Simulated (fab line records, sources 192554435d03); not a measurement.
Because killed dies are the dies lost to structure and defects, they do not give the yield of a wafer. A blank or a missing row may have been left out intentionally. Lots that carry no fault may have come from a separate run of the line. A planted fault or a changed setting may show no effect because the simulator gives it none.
2 desks, one fault -- flow n5Finfet -- every desk sees just its own numbers, and what lay behind them comes last

## THE METROLOGY DESK
What the gauges read, lot by lot, whatever tool the lot ran on: means of the sampled wafers that have a number. A lot is out of limits, marked OUT, if its mean lies more than 4 standard deviations from the usual mean; the brackets give that distance.
Columns: A = trenchDepthNm at N5_BEOL_M8_OCD_MEAS_38, usual 93.7 nm
lot,first seen here,A
L196,day 9 04:19,92.5
L197,day 9 18:34,94.4
L199,day 10 05:25,94.6
L202,day 10 18:08,94.1
L204,day 11 05:28,95.8
L203,day 11 07:11,94.1
L206,day 11 14:02,92.2
L211,day 13 08:14,94.4
L212,day 13 14:06,94.0
L219,day 14 23:34,94.2
Result from this desk: across the 10 lots, nothing is out of limits.

## FOR THE TOOL OWNER'S DESK: pecvd-03
The tool's own readings at N5_BEOL_M9_PECVD_70 (deposits SiO2 from TEOS/O2, target thk 20 nm, time 22.7 s): means of the sampled wafers that have a number, for each lot that ran on this tool. A lot is out of limits, marked OUT, if its mean lies more than 4 standard deviations from the usual mean; the brackets give that distance.
Columns: A = heaterPowerW at N5_BEOL_M9_PECVD_70, usual 698 W; B = showerheadPlenumPTorr at N5_BEOL_M9_PECVD_70, usual 8.80 Torr; C = susceptorTempC at N5_BEOL_M9_PECVD_70, usual 400.04 C; D = throttleValvePct at N5_BEOL_M9_PECVD_70, usual 22.2 %
lot,first seen here,A,B,C,D
L197,day 9 22:54,666,8.76,399.86,22.3
L204,day 11 10:05,673,8.81,400.13,22.2
L206,day 11 18:12,734,8.76,400.19,22.5
L212,day 13 18:01,703,8.79,417.02 (+74) OUT,22.1
This desk's finding: out of limits on L212; first on L212, day 13 18:01 (susceptorTempC at N5_BEOL_M9_PECVD_70). L197, L204, L206 stayed within limits.

## BROUGHT TOGETHER
At day 13 18:01, on L212, the tool owner's desk was in a position to raise an alarm.
At the metrology desk, nothing out of limits was observed.
The metrology desk has L212 on record, within its limits.
Of the lots named, all ran N5_BEOL_M9_PECVD_70 on pecvd-03.

## WHAT WAS PUT IN BY THE SIMULATOR
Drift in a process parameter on pecvd-03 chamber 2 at N5_BEOL_M9_PECVD_70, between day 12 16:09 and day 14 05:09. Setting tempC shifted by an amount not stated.
Shown lots that were struck: L212.
Hours from the fault's start to each desk's first reading out of limits: the tool owner's desk, 26.
